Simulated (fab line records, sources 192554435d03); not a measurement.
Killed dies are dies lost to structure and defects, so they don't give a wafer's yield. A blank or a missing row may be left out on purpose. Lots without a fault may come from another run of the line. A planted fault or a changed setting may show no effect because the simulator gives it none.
Problem report in the 8D (eight disciplines) form, filled by code | flow n5_finfet | the parts of the form that need people (team, actions taken, sign-off) are left out

1. THE PROBLEM
spin_speed_rpm at N5_BEOL_M8_COAT_59 reads a mean of 1454.2 rpm on 6 wafers of 2 lots; wafers without a fault read 1500.0 rpm with a standard deviation of 0.93. That is -49 standard deviations from the usual mean.
The step: time 60 s, resist thk 100 nm.
First seen on wafer L431.3, day 14 06:29, on litho_track-02. The record holds 12 wafers of 4 lots with a number at this step. Rule for "out", or "out of limits": more than 4 standard deviations from the usual mean. The other wafers with a number count as sound.

2. WHAT IT IS AND WHAT IT IS NOT
question                    | is                     | is not
which readings at this step | spin_speed_rpm         | exhaust_pa
which lots                  | L431, L434             | L420, L430
which wafers of those lots  | all that have a number | -
read on which tools         | litho_track-02         | litho_track-03
when                        | from day 14 06:29      | up to then (6 sound wafers)

3. SUSPECTS, AND WHAT RULES EACH OUT
Counting: a tool at a process step up to the reading stays a suspect if it ran every lot that is out and no sound lot after the first of them.
- litho_track-02 at N5_BEOL_M8_COAT_59 (time 60 s, resist thk 100 nm): kept. It ran every lot that is out, first L431 (day 14 06:29), and no sound lot after that; its last sound lot up to then is L420 (day 11 03:05). Its own readings are out on those wafers: spin_speed_rpm.
Left after counting: litho_track-02 at N5_BEOL_M8_COAT_59.

4. THE CAUSE (what the simulator had put in)
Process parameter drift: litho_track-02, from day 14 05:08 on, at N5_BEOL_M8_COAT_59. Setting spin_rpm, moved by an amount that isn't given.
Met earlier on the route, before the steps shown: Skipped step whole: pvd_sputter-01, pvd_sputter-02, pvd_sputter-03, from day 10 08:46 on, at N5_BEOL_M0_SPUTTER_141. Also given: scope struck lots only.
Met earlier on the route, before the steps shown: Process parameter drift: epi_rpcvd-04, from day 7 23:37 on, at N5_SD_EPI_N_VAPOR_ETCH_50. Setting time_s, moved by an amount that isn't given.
Counting left only this tool.

5. THE CHAIN OF EFFECTS, in route order
Each row: a reading whose mean over the struck wafers that have a number lies more than 3 standard deviations from the usual. Only readings for which the record gives a usual standard deviation are gone through. hours: the time from each lot's start at the first step in this table that gives one to its start at this step, as a median over the lots. sigmas: the change in usual standard deviations.
hours | step               | reading        | usual      | on struck wafers | change | sigmas
0     | N5_BEOL_M8_COAT_59 | spin_speed_rpm | 1500.0 rpm | 1454.2           | -45.8  | -49
The process steps in it:
- N5_BEOL_M8_COAT_59: time 60 s, resist thk 100 nm.

6. WHAT WOULD HAVE CAUGHT IT SOONER
In this record the first reading out of limits was taken at day 14 06:29, 1 hour after the fault began at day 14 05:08.
